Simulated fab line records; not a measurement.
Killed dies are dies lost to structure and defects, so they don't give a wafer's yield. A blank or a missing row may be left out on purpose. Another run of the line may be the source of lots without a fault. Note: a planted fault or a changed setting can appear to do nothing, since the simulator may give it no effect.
Matching of chambers	flow n5Finfet	N5_BEOL_M11_ETCH_65 on rieDiel-01: 4 sister chambers
The step etches SiARC in CF4, target depth 39 nm, time 65 s. 4 wafers are shown with their chamber, then 7 later ones without.

## WAFERS WITH THEIR CHAMBER
wafer	chamber	showerheadPlenumPTorr (Torr)
L082.4	1	2.12
L081.5	3	2.03
L089.2	2	2.19
L089.4	0	2.12

## WAFERS MISSING THEIR CHAMBER
wafer	showerheadPlenumPTorr (Torr)
L089.5	2.11
L092.4	2.19
L092.5	2.03
L092.6	2.12
L094.1	2.10
L094.2	2.19
L094.3	2.03

## EACH ONE'S CHAMBER
wafer	from the rows above	in truth
L089.5	can't be placed: 0 or 1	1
L092.4	2	2
L092.5	3	3
L092.6	can't be placed: 0 or 1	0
L094.1	can't be placed: 0 or 1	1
L094.2	2	2
L094.3	3	3
4 of 7 placed correctly. Can't be placed from these rows: 3 (the true chamber is among the candidates in 3). 0 placed wrongly.
How it was worked out, from the rows above alone: a wafer's distance from a chamber is the root of the sum, over the readings, of the square of ((its reading less the chamber's mean) divided by the reading's scatter). The wafer belongs to the nearest chamber; if the next one is less than 2 further off, it can't be placed. A chamber's mean is the mean of its shown wafers. The scatter: root of mean squared gap, hidden wafer to nearest shown wafer, with one shown wafer a chamber.
